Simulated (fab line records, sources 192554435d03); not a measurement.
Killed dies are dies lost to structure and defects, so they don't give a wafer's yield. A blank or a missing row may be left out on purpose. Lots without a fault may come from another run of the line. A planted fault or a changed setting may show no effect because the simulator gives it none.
Which tool did it? | flow n5_finfet | 13 lots, 39 wafers sampled, at 4 steps of a route of 1938

WHAT THE GAUGES READ, wafer by wafer
N5_PASSIVATION_CD_MEAS_30: target cd 4000 nm.
lot  | measured     | on        | cd_nm (nm)
L607 | day 12 18:49 | cd_sem-03 | 3996.5 3995.5 3997.5
L608 | day 12 19:41 | cd_sem-01 | 3999.7 3997.6 4000.5
L613 | day 14 06:36 | cd_sem-02 | 3998.4 3999.9 3999.8
L615 | day 14 11:13 | cd_sem-02 | 4000.7 3999.6 4001.5
L622 | day 16 06:23 | cd_sem-01 | 3998.8 4000.2 3999.9
L624 | day 16 11:01 | cd_sem-01 | 4001.6 4001.7 4000.0
L623 | day 16 11:28 | cd_sem-01 | 3997.3 3998.0 3997.6
L625 | day 17 06:56 | cd_sem-02 | 3999.3 4003.2 3998.2
L628 | day 17 08:10 | cd_sem-03 | 3996.4 4000.0 3999.3
L627 | day 17 15:50 | cd_sem-03 | 4003.4 3998.3 4003.6
L626 | day 18 04:50 | cd_sem-03 | 3999.2 3999.6 3999.8
L629 | day 18 09:44 | cd_sem-03 | 3998.3 4000.7 3999.7
L630 | day 19 01:35 | cd_sem-03 | 3996.8 3997.6 3997.7

N5_PASSIVATION_OVL_MEAS_63.
lot  | measured     | on         | PAD_OVL (nm)
L607 | day 12 18:51 | overlay-01 | -2 -1 1
L608 | day 12 19:43 | overlay-01 | 4 2 1
L613 | day 14 06:38 | overlay-02 | -3 1 -4
L615 | day 14 11:15 | overlay-02 | -7 -9 3
L622 | day 16 06:25 | overlay-02 | -3 1 -1
L624 | day 16 11:02 | overlay-02 | 7 6 4
L623 | day 16 11:29 | overlay-02 | -7 -7 -10
L625 | day 17 06:59 | overlay-01 | -2 1 -3
L628 | day 17 08:11 | overlay-01 | 3 -6 0
L627 | day 17 15:52 | overlay-02 | -8 -9 -8
L626 | day 18 04:52 | overlay-02 | -9 -4 -10
L629 | day 18 09:46 | overlay-02 | 0 4 2
L630 | day 19 01:37 | overlay-01 | 0 0 -3

WHICH TOOL RAN EACH LOT (tool, then ch and the chambers of the sampled wafers, then the start)
lot  | N5_BEOL_M3_CVD_47                | N5_PASSIVATION_PRE_CLEAN_19
L607 | cvd_co-02 ch 0,1, day 7 06:20    | pvd_sputter-03, day 12 18:12
L608 | cvd_co-01 ch 0,1,2, day 7 13:29  | pvd_sputter-03, day 12 18:58
L613 | cvd_co-02 ch 0,1, day 9 05:27    | pvd_sputter-02, day 14 05:59
L615 | cvd_co-02 ch 1,2, day 9 09:20    | pvd_sputter-03, day 14 10:37
L622 | cvd_co-01 ch 1,2, day 11 09:29   | pvd_sputter-03, day 16 05:46
L624 | cvd_co-02 ch 1,2, day 11 18:01   | pvd_sputter-03, day 16 10:16
L623 | cvd_co-02 ch 0,2, day 11 22:58   | pvd_sputter-01, day 16 10:43
L625 | cvd_co-01 ch 0,1,2, day 12 03:08 | pvd_sputter-02, day 17 06:20
L628 | cvd_co-01 ch 0,1, day 12 14:38   | pvd_sputter-01, day 17 07:32
L627 | cvd_co-01 ch 0,2, day 12 23:37   | pvd_sputter-03, day 17 15:06
L626 | cvd_co-02 ch 0,1,2, day 13 07:38 | pvd_sputter-01, day 18 04:06
L629 | cvd_co-01 ch 1,2, day 13 16:51   | pvd_sputter-03, day 18 09:07
L630 | cvd_co-02 ch 0,1, day 14 02:23   | pvd_sputter-01, day 19 00:51
- N5_BEOL_M3_CVD_47: deposits Co from CCTBA/H2, target thk 3 nm, time 223.8 s.
- N5_PASSIVATION_PRE_CLEAN_19

WHAT THE TOOLS THEMSELVES READ (means of the sampled wafers that have a number; where no wafer has one, the mark that the record gives instead)
N5_PASSIVATION_PRE_CLEAN_19.
lot  | tool           | heater_power_w (W)
L607 | pvd_sputter-03 | 421
L608 | pvd_sputter-03 | 414
L613 | pvd_sputter-02 | 455
L615 | pvd_sputter-03 | 392
L622 | pvd_sputter-03 | 437
L624 | pvd_sputter-03 | 421
L623 | pvd_sputter-01 | 429
L625 | pvd_sputter-02 | 513
L628 | pvd_sputter-01 | 459
L627 | pvd_sputter-03 | 445
L626 | pvd_sputter-01 | 456
L629 | pvd_sputter-03 | 426
L630 | pvd_sputter-01 | 401

THE ANSWER, worked out from the rows above alone
Rule: what is usual is taken from the lots themselves. Put in order of their means at a reading, lots are off if they are a third of the lots or fewer, leave a main group of 4 or more, and stand apart from it by a gap of 3 or more times the standard deviation of the main group's means; of several such gaps the widest counts. A main group whose means are all the same, to the digits that the tables above print for the reading, isn't used. A lot without any number at a reading at which 4 lots or more have one is off too. The other lots that the step has rows for count as sound. The gauges are gone through in route order, then the tools' own readings, and for those a lot's mean is taken as printed above. The first step at which some lot is off is used, and at that step the reading that is off furthest; a lot without a number counts as furthest.
No lot is off at any reading shown: from this, nothing can be told.

WHAT THE SIMULATOR HAD PUT IN
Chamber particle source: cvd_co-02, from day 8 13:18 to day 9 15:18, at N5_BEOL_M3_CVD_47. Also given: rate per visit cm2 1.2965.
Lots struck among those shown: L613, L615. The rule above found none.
